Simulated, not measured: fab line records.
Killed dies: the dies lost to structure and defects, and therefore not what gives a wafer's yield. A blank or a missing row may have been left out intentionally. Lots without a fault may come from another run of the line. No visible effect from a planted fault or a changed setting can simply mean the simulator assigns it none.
Comparing a struck lot with a sound one    flow n5_finfet    38 steps out of a route of 1938
Sound: these wafers, L751.1, L751.2, L751.5. Struck: wafer L762.1 (left out: L762.6, a lot-mate that was not struck); the cause follows at the end.
For every step that has rows: the tool of each side, followed by ch and its chambers, followed by its first start. Under that, the readings that differ: sound wafers    struck wafers    difference of the means    sigmas: that difference in standard deviations of wafers without a fault.
alike: same words and numbers on both sides, and readings whose means sit less than 2 such deviations apart. not compared: any withheld reading, any reading some wafer has no value for, any bound like >300 that may hide the same value, and any number with overlapping values for which the record gives no deviation.
A row with sigmas, a row that says differs or no value, or rows on one side alone: a step with any of these is where the two part. Numbers that don't overlap but have no deviation are shown without sigmas and don't part them. A reading missing from all wafers of one side parts the sides only when that side holds two or more wafers.

first, 9 steps without rows for these wafers: N5_FIN_CUT_COAT_02 (resist thk 30 nm); N5_FIN_CUT_EBR_04; N5_FIN_CUT_SOFTBAKE_03 (time 60 s); N5_FIN_CUT_EXPOSE_05 (exposes mask FIN CUT); N5_FIN_CUT_PEB_06 (peb time 60 s); N5_FIN_CUT_DEVELOP_07 (develop time 30 s); N5_FIN_CUT_DESCUM_13 (chemistry O2, time 7 s); N5_FIN_CUT_ETCH_30 (etches underlayer in N2/H2, target depth 13 nm, time 10.4 s); N5_FIN_CUT_ETCH_20 (etches SiARC in CF4, target depth 26 nm, time 43.3 s).
N5_FIN_CUT_ETCH_21: etches SOC in N2/H2, target depth 219 nm, overetch 43.8 nm, time 523.5 s.
  sound on rie_diel-01 ch 2,3, day 3 09:25; struck on rie_diel-02 ch 0, day 6 07:05
reading                                     sound              struck  difference  sigmas
showerhead_plenum_p_Torr (Torr)             2.66 2.56 2.66     2.40    -0.23       -3
throttle_valve_pct (%)                      17.52 17.75 17.51  18.15   +0.56       +3
model.SiARC_of_FIN_CUT_COAT_19.thk_nm (nm)  12 12 12           6.6     -5.4        
model.FIN_CUT.cd_offset_nm (nm)             0 0.6 0.2          3.6     +3.3        
  alike: drypump_motor_current_A, oes_product_au, rf_vpp_V
  not compared: rf_hours_counter_h
then, 7 steps without rows for these wafers: N5_FIN_CUT_STRIP_23 (strips in N2/H2); N5_FIN_CUT_STRIP_31 (strips in N2/H2); N5_FIN_CUT_STRIP_24 (strips in CF4); N5_FIN_CUT_CUT_ETCH_26 (etches SiNx in CH3F/O2, target depth 39 nm, time 55.7 s); N5_FIN_CUT_CUT_ETCH_27 (etches SiO2 in CHF3/O2, target depth 4 nm, overetch 2 nm, time 4.9 s); N5_FIN_CUT_PRECLEAN_35 (cleans in vHF, time 13.3 s); N5_FIN_CUT_CUT_ETCH_15 (etches Si in HBr/Cl2/O2, target depth 100 nm, bt time 10 s, time 42.4 s).
N5_FIN_CUT_CUT_ETCH_28: etches Si in HBr/Cl2/O2, target depth 6 nm, time 2.4 s.
  sound on rie_si-01 ch 1,2, day 3 10:01; struck on rie_si-06 ch 0, day 6 07:41
reading                          sound           struck  difference  sigmas
throttle_valve_pct (%)           37.0 37.1 37.1  37.9    +0.8        +3
model.FIN_CUT.cd_offset_nm (nm)  0.2 1.2 0.6     3.8     +3.1        
  alike: drypump_motor_current_A, oes_product_au
  not compared: rf_hours_counter_h
then, 19 steps without rows for these wafers: N5_FIN_CUT_STRIP_22 (strips in N2/H2); N5_FIN_CUT_PRECLEAN_36 (cleans in O3/DIW, time 60 s); N5_FIN_CUT_SRD_32 (time 30 s); N5_FIN_CUT_UV_OZONE_34 (time 120 s); N5_STI_FIN_REVEAL_ALD_00 (deposits SiO2, target thk 1 nm, pulse time 1 s); N5_STI_FIN_REVEAL_ALD_14 (deposits Si3N4, target thk 3 nm); N5_STI_FIN_REVEAL_FCVD_FILL_01 (material SiO2 flowable, target thk 312 nm, time 512.2 s); N5_STI_FIN_REVEAL_DENSIFY_02 (time 1800 s); N5_STI_FIN_REVEAL_CMP_04 (polishes, stops on Si3N4, t overpolish 4 s, target thk 131.83 nm); N5_STI_FIN_REVEAL_DENSIFY_30; N5_STI_FIN_REVEAL_ETCHBACK_08 (etches SiO2 in C4F6/O2, target depth 30.5 nm, time 10.167 s); N5_STI_FIN_REVEAL_STRIP_24 (strips in N2/H2, time 90 s); N5_STI_FIN_REVEAL_PRECLEAN_25 (cleans in SPM, time 90 s); N5_STI_FIN_REVEAL_PRECLEAN_26 (cleans in SC1, time 45 s); N5_STI_FIN_REVEAL_PRECLEAN_29 (cleans in DHF, time 30 s); N5_STI_FIN_REVEAL_SRD_12 (time 30 s); N5_STI_FIN_REVEAL_RECESS_09 (chemistry HF/NH3, target SiO2, afs cycles 11, target depth 42.5 nm, sublimation time 60 s); N5_STI_FIN_REVEAL_STRIP_16 (strips SiNx in H3PO4, target depth 23.8 nm); N5_STI_FIN_REVEAL_PRECLEAN_17 (cleans in NF3:NH3, afs cycles 1, time 20 s, sublimation time 60 s).
-- record jumps: 11 days separate the struck wafers' starts on either side; left off in module STI_FIN_REVEAL, taken up again in module PASSIVATION, whose first shown step is the route's number 1936 --
N5_PASSIVATION_PROBE_49:
  struck on prober-02, day 16 20:39; sound on prober-01, day 13 15:11
reading                   sound  struck  difference  sigmas
defect_limited_yield (%)  93.0   88.1    -4.9        -3
killed_at_front_end       31     82      +51         +5
killed_at_other           1      7       +6          +2
killed_dies               83     141     +58         +3
killed_on_rim             14     39      +25         +7
sort_n_pass               1097   1039    -58         -3
sort_yield_pct (%)        93.0   88.1    -4.9        -3
  alike: killed_at_M0_to_M3, killed_at_M4_up, killed_at_contacts, killed_open, killed_short, sort_bin_5_function, sort_bin_6_memory

WHERE THEY PART
Earliest at N5_FIN_CUT_ETCH_21; latest, in this record, at N5_PASSIVATION_PROBE_49.

WHY: what the simulator had put in
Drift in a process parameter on rie_diel-02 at N5_FIN_CUT_ETCH_21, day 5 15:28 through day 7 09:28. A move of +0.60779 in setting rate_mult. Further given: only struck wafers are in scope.
